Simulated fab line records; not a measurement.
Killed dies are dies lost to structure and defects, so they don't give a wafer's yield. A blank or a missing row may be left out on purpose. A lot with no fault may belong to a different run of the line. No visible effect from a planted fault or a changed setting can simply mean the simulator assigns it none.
fab line records	flow nand_harc
[record] lots = 5	wafers = 15	last_day = 33
route steps=1302 shown A_CONTACT@1034 END@1302
lots with no fault: from the same line, run without faults
start_h: the number of hours between the record's first day and the start of the first shown wafer of the lot	wait_h: hours elapsed since this lot's preceding step	" the same as in the row above	L1.1+2: a single row standing in for several wafers	- either no value or no given start	* or withheld: withheld	< > ~ a bound
route shown NAME@n: NAME is a module with steps in the file, n the number in the route of the first one	usual: mean/standard deviation of fault-free wafers	same: alike in all rows	chamber/n: place in a boat	sites: readings site by site	_std_site: their standard deviation	_edge_site: outer sites' mean less inner sites'	radius_mm: for every site, how far away it sits from the centre of the wafer	mask NAME#n: copy n	behind: the tool/chamber that last shaped the wafer	hold: why the lot was held/for how many hours/how that ended	device: transistor that didn't switch, given as n, p or np	end of line: the same wafers' tests at the end of the route	a step with no rows: only its recipe	killed: count of dies lost to structure and defects at first sort (not the wafer's yield)	map: shows each die of a wafer: x if killed, . if not, _ if none is there
set.NAME: the setting the step ran with; set.NAME@STEP: the setting that earlier step ran with	model.NAME: the simulator's own value behind a step, which no gauge read
certain route steps with their lots: each step a table, each wafer a row
services: a tool's chamber out of use, with start hour (start_h, from the record's first day; less than 0 if before it), hours out, and reason
[[steps]]
[step NHARC_A_CONTACT_SOFTBAKE_64]
[recipe] temp_c = 105	time_s = 55
[step NHARC_A_CONTACT_EBR_65]
[step NHARC_A_CONTACT_EXPOSE_66]
[recipe] na = 1.35	sigma_outer = 0.8	dose_mj = 59.02	mask_id = A_CC_2
[step NHARC_A_CONTACT_PEB_67]
[recipe] peb_temp_c = 100	peb_time_s = 65
[step NHARC_A_CONTACT_DEVELOP_68]
[recipe] develop_time_s = 35	dev_temp_c = 23
[step NHARC_A_CONTACT_CD_MEAS_69]
[recipe] target_cd_nm = 300	landing_energy_ev = 500
[usual] cd_nm = 299.9/0.44
[same] landing_energy_ev = 500
lot.wafer	tool	chamber	start_h	wait_h	cd_nm
L404.1	cd_sem-03	0	533.62	-	300.0
L404.4	"	0	"	"	299.9
L404.5	"	0	"	"	299.9
L407.2	cd_sem-03	0	551.30	-	299.3
L407.3	"	0	"	"	299.6
L407.6	"	0	"	"	299.1
L411.1	cd_sem-03	0	595.49	-	300.0
L411.2	"	0	"	"	300.4
L411.4	"	0	"	"	300.6
L414.1	cd_sem-01	0	624.03	-	298.7
L414.2	"	0	"	"	299.3
L414.4	"	0	"	"	299.6
L424.1	cd_sem-01	0	724.36	-	300.5
L424.3	"	0	"	"	300.1
L424.5	"	0	"	"	300.4
[step NHARC_A_CONTACT_OVL_MEAS_70]
[usual] overlay_x_nm = 0.0/1	overlay_y_nm = 0.2/0.67
lot.wafer	tool	chamber	start_h	wait_h	overlay_x_nm	overlay_y_nm
L404.1	overlay-02	-	533.71	-	0.7	0.5
L404.4	"	-	"	"	1.3	0.2
L404.5	"	-	"	"	1.1	0.6
L407.2	overlay-02	-	551.38	-	-0.6	-0.1
L407.3	"	-	"	"	-1.3	0.6
L407.6	"	-	"	"	-0.9	0.3
L411.1	overlay-02	-	595.57	-	-0.6	0.1
L411.2	"	-	"	"	-1.5	0.6
L411.4	"	-	"	"	-1.3	0.5
L414.1	overlay-02	-	624.12	-	0.5	-0.8
L414.2	"	-	"	"	0.8	0.6
L414.4	"	-	"	"	0.1	0.2
L424.1	overlay-02	-	724.45	-	-0.6	0.1
L424.3	"	-	"	"	-0.2	0.3
L424.5	"	-	"	"	-0.6	0.0
[step NHARC_A_CONTACT_INSPECT_71]
[usual] raw_defect_count = 87/34
lot.wafer	tool	chamber	start_h	wait_h	raw_defect_count
L404.1	defect_inspect-02	-	533.75	0.0	149
L404.4	"	-	"	"	157
L404.5	"	-	"	"	163
L407.2	defect_inspect-01	-	551.42	0.0	65
L407.3	"	-	"	"	66
L407.6	"	-	"	"	57
L411.1	defect_inspect-01	-	595.61	0.0	93
L411.2	"	-	"	"	91
L411.4	"	-	"	"	92
L414.1	defect_inspect-02	-	624.15	0.0	100
L414.2	"	-	"	"	94
L414.4	"	-	"	"	97
L424.1	defect_inspect-02	-	724.48	0.0	78
L424.3	"	-	"	"	90
L424.5	"	-	"	"	91
[step NHARC_A_CONTACT_DESCUM_74]
[recipe] time_s = 3	o2_flow_sccm = 200	ar_flow_sccm = 0	bias_power_w = 0	chemistry = O2
[usual] drypump_motor_current_A = 5.6/0.5	oes_product_au = 0.997/0.0079	rf_vpp_V = 58.0/0.95	showerhead_plenum_p_Torr = 1.93/0.11	throttle_valve_pct = 11.311/0.0084
lot.wafer	tool	chamber	start_h	wait_h	drypump_motor_current_A	oes_product_au	rf_hours_counter_h	rf_vpp_V	showerhead_plenum_p_Torr	throttle_valve_pct
L404.1	rie_diel-08	2	533.88	0.1	6.3	1.011	54	56.9	1.90	11.313
L404.4	"	1	"	"	5.7	1.013	-	57.7	1.77	11.317
L404.5	"	2	"	"	6.3	1.006	-	58.7	1.90	11.313
L407.3	rie_diel-04	2	551.48	0.1	5.7	0.996	1	57.4	1.86	11.300
L407.2	"	0	"	"	4.9	0.996	2	58.2	2.02	11.309
L407.6	"	3	"	"	6.3	1.006	-	56.9	1.77	11.300
L411.2	rie_diel-04	3	595.67	0.1	6.3	0.997	8	58.1	1.77	11.301
L411.4	"	0	"	"	4.9	0.985	11	58.2	2.02	11.320
L411.1	"	2	"	"	5.7	0.989	7	57.6	1.86	11.311
L414.2	rie_diel-04	1	624.22	0.1	5.6	0.997	16	61.4	2.02	11.318
L414.1	"	2	"	"	5.6	0.985	13	57.2	1.86	11.303
L414.4	"	3	"	"	6.3	1.007	14	56.7	1.77	11.298
L424.1	rie_diel-04	1	724.54	0.1	5.6	0.985	1	57.2	2.02	11.317
L424.3	"	2	"	"	5.7	0.987	1	56.7	1.85	11.288
L424.5	"	1	"	"	5.6	0.986	-	58.6	2.02	11.303
[step NHARC_A_CONTACT_ETCH_75]
[recipe] target_depth_a = 390	over_etch_frac = 0.3	time_s = 65	ion_energy_ev = 80	cf4_flow_sccm = 150	ar_flow_sccm = 0	rf_w = 300	bias_w = 100	chemistry = CF4
[usual] drypump_motor_current_A = 5.6/0.5	oes_product_au = 0.997/0.0077	rf_vpp_V = 151.5/1.4	run_length_s = 86.4/0.35	showerhead_plenum_p_Torr = 1.78/0.092	throttle_valve_pct = 13.284/0.0094
lot.wafer	tool	chamber	start_h	wait_h	drypump_motor_current_A	oes_product_au	rf_hours_counter_h	rf_vpp_V	run_length_s	showerhead_plenum_p_Torr	throttle_valve_pct
L404.1	rie_diel-08	0	533.97	0.1	4.8	1.010	55	153.1	86.4	1.88	13.296
L404.5	"	0	"	"	4.8	1.012	-	154.3	85.9	1.88	13.284
L404.4	"	1	"	"	5.7	1.000	-	150.0	85.7	1.65	13.278
L407.2	rie_diel-04	2	551.58	0.1	5.7	0.990	1	151.2	86.2	1.73	13.297
L407.3	"	3	"	"	6.3	1.003	2	149.5	86.0	1.64	13.296
L407.6	"	0	"	"	4.9	0.990	-	152.3	86.9	1.86	13.290
L411.4	rie_diel-04	1	595.76	0.1	5.6	0.998	10	153.5	86.9	1.86	13.287
L411.2	"	2	"	"	5.7	0.993	7	151.3	86.8	1.72	13.291
L411.1	"	0	"	"	4.9	1.001	11	152.8	86.5	1.86	13.275
L414.1	rie_diel-04	3	624.30	0.1	6.2	1.000	14	151.2	86.2	1.64	13.301
L414.2	"	1	"	"	5.6	0.992	16	151.9	86.6	1.86	13.282
L414.4	"	2	"	"	5.6	0.990	13	150.5	86.3	1.72	13.273
L424.1	rie_diel-04	1	724.63	0.1	5.6	0.987	1	153.0	86.5	1.86	13.285
L424.3	"	3	"	"	6.3	1.001	0	152.7	86.3	1.91	13.297
L424.5	"	1	"	"	5.6	0.994	-	152.4	86.4	1.86	13.267
[step NHARC_A_CONTACT_ETCH_76]
[recipe] target_depth_a = 2600	over_etch_frac = 0.3	time_s = 475.3	ion_energy_ev = 200	n2_flow_sccm = 150	h2_flow_sccm = 150	ar_flow_sccm = 0	rf_w = 400	bias_w = 150	chemistry = N2/H2
[usual] drypump_motor_current_A = 5.6/0.5	n2_flow_sccm = 150.1/0.47	oes_product_au = 0.997/0.0084	rf_vpp_V = 431/3.4	run_length_s = 496.7/0.39	showerhead_plenum_p_Torr = 2.05/0.12	throttle_valve_pct = 14.171/0.0086
lot.wafer	tool	chamber	start_h	wait_h	drypump_motor_current_A	n2_flow_sccm	oes_product_au	rf_hours_counter_h	rf_vpp_V	run_length_s	showerhead_plenum_p_Torr	throttle_valve_pct
L404.1	rie_diel-08	2	-	-	6.3	150.3	1.006	54	431	497.0	2.02	14.186
L404.4	"	2	"	"	6.3	150.6	1.006	-	430	497.1	2.02	14.162
L404.5	"	1	"	"	5.7	150.6	1.011	-	425	496.1	1.88	14.184
L407.2	rie_diel-04	3	-	-	6.3	150.3	1.006	2	425	496.3	1.88	14.162
L407.3	"	0	"	"	4.9	149.7	0.994	2	432	496.7	2.16	14.179
L407.6	"	3	"	"	6.3	149.5	1.000	-	425	496.7	1.88	14.161
L411.4	rie_diel-04	2	-	-	5.7	150.0	0.999	7	430	496.6	1.98	14.187
L411.1	"	3	"	"	6.3	149.6	1.004	9	426	496.3	1.88	14.156
L411.2	"	1	"	"	5.6	149.8	0.995	10	434	497.1	2.16	14.164
L414.4	rie_diel-04	3	-	-	6.3	150.6	0.999	15	426	497.0	1.88	14.179
L414.2	"	0	"	"	4.9	149.4	0.993	16	434	496.8	2.15	14.169
L414.1	"	1	"	"	5.7	150.0	0.991	16	433	496.8	2.16	14.180
L424.3	rie_diel-04	0	-	-	4.9	150.2	0.994	1	433	496.9	2.15	14.161
L424.1	"	2	"	"	5.6	150.2	0.991	1	430	496.6	1.97	14.174
L424.5	"	0	"	"	4.9	149.7	0.989	-	432	497.2	2.14	14.183
[step NHARC_A_CONTACT_ETCH_77]
[recipe] target_depth_a = 1089	time_s = 54.5	cf4_flow_sccm = 100	chf3_flow_sccm = 30	ar_flow_sccm = 0	rf_w = 500	bias_w = 200	chemistry = CF4/CHF3
[usual] drypump_motor_current_A = 5.6/0.5	oes_product_au = 0.935/0.02	rf_vpp_V = 371.0/2.9	run_length_s = 75.9/0.38	showerhead_plenum_p_Torr = 1.58/0.084	throttle_valve_pct = 16.803/0.0075
lot.wafer	tool	chamber	start_h	wait_h	drypump_motor_current_A	oes_product_au	rf_hours_counter_h	rf_vpp_V	run_length_s	showerhead_plenum_p_Torr	throttle_valve_pct
L404.1	rie_diel-08	2	-	-	6.3	0.929	54	371.0	76.0	1.56	16.787
L404.4	"	2	"	"	6.3	0.926	-	370.2	76.0	1.56	16.798
L404.5	"	0	"	"	4.9	0.928	-	373.4	75.8	1.67	16.799
L407.2	rie_diel-04	3	-	-	6.3	0.970	2	366.5	76.0	1.46	16.807
L407.3	"	1	"	"	5.6	0.969	2	374.5	76.7	1.66	16.819
L407.6	"	0	"	"	4.9	0.974	-	372.1	75.9	1.66	16.793
L411.4	rie_diel-04	3	-	-	6.3	0.924	9	366.2	75.8	1.46	16.799
L411.1	"	0	"	"	4.9	0.914	11	373.5	75.9	1.65	16.805
L411.2	"	1	"	"	5.6	0.917	10	375.0	76.4	1.66	16.816
L414.2	rie_diel-04	3	-	-	6.3	0.928	15	367.4	75.6	1.46	16.801
L414.1	"	0	"	"	4.9	0.912	16	373.9	76.2	1.65	16.817
L414.4	"	1	"	"	5.6	0.919	16	372.5	76.2	1.66	16.791
L424.1	rie_diel-04	0	-	-	4.9	0.969	2	373.9	76.1	1.65	16.802
L424.3	"	1	"	"	5.6	0.956	2	374.1	76.5	1.65	16.800
L424.5	"	3	"	"	6.3	0.965	-	376.7	75.7	1.70	16.803
[step NHARC_A_CONTACT_ETCH_78]
[recipe] target_depth_a = 53000	over_etch_frac = 0.3	time_s = 1378	ion_energy_ev = 150	o2_flow_sccm = 400	cos_flow_sccm = 20	ar_flow_sccm = 0	rf_w = 500	bias_w = 300	chemistry = O2/COS
[usual] drypump_motor_current_A = 5.6/0.51	oes_product_au = 0.999/0.0079	rf_vpp_V = 314.5/2.5	run_length_s = 1399.4/0.39	showerhead_plenum_p_Torr = 3.15/0.17	throttle_valve_pct = 28.331/0.0086
lot.wafer	tool	chamber	start_h	wait_h	drypump_motor_current_A	oes_product_au	rf_hours_counter_h	rf_vpp_V	run_length_s	showerhead_plenum_p_Torr	throttle_valve_pct
L404.1	rie_diel-08	1	534.77	-	5.7	0.997	40	312.4	1398.8	2.90	28.341
L404.4	"	0	"	"	4.9	1.001	-	317.0	1399.4	3.32	28.327
L404.5	"	1	"	"	5.7	1.017	-	310.0	1399.2	2.90	28.347
L407.3	rie_diel-04	2	552.32	-	5.6	1.002	2	313.0	1399.6	3.04	28.325
L407.2	"	3	"	"	6.3	1.015	2	310.4	1399.3	2.90	28.305
L407.6	"	1	"	"	5.6	1.001	-	317.1	1399.5	3.30	28.335
L411.4	rie_diel-04	2	596.28	-	5.7	0.996	7	313.4	1399.6	3.04	28.322
L411.1	"	0	"	"	4.9	0.999	11	317.4	1399.6	3.28	28.326
L411.2	"	1	"	"	5.6	1.006	11	316.1	1400.1	3.29	28.330
L414.2	rie_diel-04	0	624.82	-	4.9	1.005	16	316.7	1399.5	3.28	28.317
L414.1	"	1	"	"	5.6	0.999	16	317.1	1399.6	3.29	28.347
L414.4	"	2	"	"	5.7	1.006	14	312.8	1399.4	3.04	28.312
L424.3	rie_diel-04	3	725.15	-	6.3	0.997	1	318.0	1399.3	3.37	28.334
L424.1	"	1	"	"	5.6	0.994	2	316.7	1399.4	3.28	28.322
L424.5	"	0	"	"	4.9	0.995	-	316.7	1070.4	3.27	28.336
[step NHARC_A_CONTACT_ETCH_124]
[recipe] source_w = withheld	pressure_mtorr = 20	bias_v = withheld	time_s = 140	target_depth_a = 7000	ar_flow_sccm = withheld	c4f8_flow_sccm = withheld	o2_flow_sccm = withheld	chemistry = C4F8/O2/Ar
[usual] run_length_s = 141.3/0.52
lot.wafer	tool	chamber	start_h	wait_h	rf_hours_counter_h	run_length_s
L404.1	har_cap_etch-03	0	535.80	-	49	141.0
L404.4	"	1	"	"	-	141.8
L404.5	"	1	"	"	-	141.1
L407.2	har_cap_etch-01	1	553.09	-	8	141.5
L407.3	"	0	"	"	-	141.7
L407.6	"	1	"	"	-	142.0
L411.1	har_cap_etch-03	0	597.22	-	59	140.7
L411.2	"	1	"	"	59	140.9
L411.4	"	1	"	"	-	141.0
L414.1	har_cap_etch-02	1	625.77	-	109	140.7
L414.2	"	0	"	"	109	141.5
L414.4	"	1	"	"	-	140.5
L424.1	har_cap_etch-01	0	726.12	-	38	142.0
L424.3	"	1	"	"	-	141.8
L424.5	"	0	"	"	-	141.7
[step NHARC_END_SORT_01]
[recipe] temp_c = 25
[usual] killed_at_array = 55/17	killed_at_other = 1.1/1.4	killed_at_periphery = 3.9/3	killed_dies = 59/17	killed_open = 3.5/2	killed_short = 2.6/1.6
[same] gross_dies = 677
lot.wafer	tool	chamber	start_h	wait_h	killed_at_array	killed_at_other	killed_at_periphery	killed_dies	killed_open	killed_short
L424.5	prober-01	0	791.37	3.7	459	1	3	463	5	1
// killed by level:class
L424.5 A_CONTACT:area_etch=409 A_CHANNEL_HOLE_D2:chamber_film_flake=20 A_CHANNEL_HOLE_D1:chamber_film_flake=13 A_SLIT:chamber_film_flake=6 A_ONON_D2:geometric_particle:open=2 A_CHANNEL_FILL_D2:chamber_film_flake=2 A_STAIRCASE:chamber_film_flake=2 A_CONTACT:chamber_film_flake=2
// map L424.5 (x killed, . not)
____________x____________
_________xxxxxxx_________
_______x.xxxxxxxxx_______
______xxxxxx.xxxxxx______
_____xxxxx.x.xxxxxxx_____
____xx.xxxx.xxxxxxxxx____
____xxx.xx.xxxxxxxxxx____
___xxxxxx..xxxx.xxxxxx___
___xxxx.xx.x.x.xxxxxxx___
__xxxxxx.x.x.xx..xxxxxx__
__xxxxx..xx.x.xx..xxxxx__
_xxxxx..x...x.xx.xxxxxxx_
_xxxx.x....x..x.xx.xxxxx_
_xx.....x..x.....xx.xxxx_
_xxxxx.x...xxx.....x.xxx_
_xxxxx....x........xxxxx_
xxxxxx.xx..x....xxxxxxxxx
xxxxxxx.x.x.xx.xx...xxxxx
.xxxxx....xxx..xx.x.xxxxx
xxxxx.x.......x..xxxxxxxx
xx.xxx.x.x..xx.xxx.xxxxxx
_xxx.x..xx....xxx.xxxxxx_
_xxxx....x.x....xx..xxxx_
_xxxx..x..x.x.x.x..xxxxx_
_xxxxx...x.....x.xxx.xxx_
_xxx.....x....x.xx.x..xx_
__xxxx.x..xx.xxx..xxxxx__
__xxxxxx.xx..xx...xx.xx__
___xxxx.xxx........xxx___
___.xx...xxx..xx.xxx.x___
____xxxxxx.....xxxxxx____
____xxxxx.xx..xxxx.xx____
_____x.xxxxxx.xx.xxx_____
______xxxx.xxxx.xxx______
_______x.xxxxxx.xx_______
_________xxxxxxx_________
____________x____________
// map L411.1 (x killed, . not)
____________.____________
_________......._________
_______..........._______
______.............______
_____..............._____
____.................____
____.................____
___..x................___
___...................___
__.....................__
__.....................__
_......................._
_....................xx._
_..............x........_
_x......................_
_x......................_
...x.....................
.........................
.........................
...............x.........
................x..xx....
_..............x.xxx...._
_...............xxxx...._
_.....x.......xxxxxx.x.._
_.x.xx.........xxxxx...._
_.............xxxxxxx..._
__.x..........x.xxxx.x.__
__........x.....x.x.x..__
___.x...........xx.x..___
___...x...........xx..___
____......x..........____
____.................____
_____..............._____
______.........x...______
_______..........._______
_________......._________
____________.____________
[[services]]
tool	chamber	start_h	hours	kind
rie_diel-04	0	511.20	-	clean
rie_diel-04	1	511.20	-	clean
rie_diel-04	2	511.20	-	clean
rie_diel-04	3	511.20	-	clean
rie_diel-04	2	526.42	5.9	repair
rie_diel-04	-	531.96	9.0	pm
rie_diel-04	0	531.96	9.0	vent_cycle
rie_diel-04	1	531.96	9.0	vent_cycle
rie_diel-04	3	531.96	9.0	vent_cycle
rie_diel-04	0	540.96	-	clean
rie_diel-04	1	540.96	-	clean
rie_diel-04	2	540.96	-	clean
rie_diel-04	3	540.96	-	clean
rie_diel-08	-	547.64	9.0	pm
rie_diel-04	2	566.36	3.8	repair
rie_diel-04	-	569.09	5.3	repair
rie_diel-04	3	575.41	3.6	repair
rie_diel-04	-	601.30	0.3	repair
har_cap_etch-01	-	616.27	0.9	repair
har_cap_etch-02	-	631.68	0.3	repair
rie_diel-04	1	637.52	5.0	repair
rie_diel-08	1	649.11	6.7	repair
rie_diel-04	-	708.96	9.0	pm
rie_diel-08	-	724.64	9.0	pm
[[key]]
[first_sign] step = NHARC_A_CONTACT_ETCH_78	reading = run_length_s	direction = down	sigmas = 99+	usual = *	struck = *
[effect] step = NHARC_END_SORT_01	reading = killed_at_array	direction = up	sigmas = 24	usual = 55	struck = 459
[more_kills_born_at] NHARC_A_CONTACT_ETCH_78@rie_diel-04 = 409
met_at NHARC_A_CONTACT_ETCH_78
struck_wafers L424.5
later_rows_left_out L424.5
tester_left_out L424
onset_between 624.82 725.15
[fault] kind = process_parameter_drift	tool = rie_diel-04	chamber = 0	onset_h = 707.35	steps = NHARC_A_CONTACT_ETCH_78	channel = time_s	offset = *	shape = step	end_h = 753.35	acts_in = *	stated = *
// tester_left_out: of these lots the tester's yield and bins aren't shown, on N5 and GAA mostly nor the transistor test; their killed dies are dies lost to structure and defects alone, not to doping, threshold or leakage, so they don't give the yield
// later_rows_left_out: the simulator's readings of these wafers behind a module that went badly wrong aren't trusted and aren't shown, but for the sort
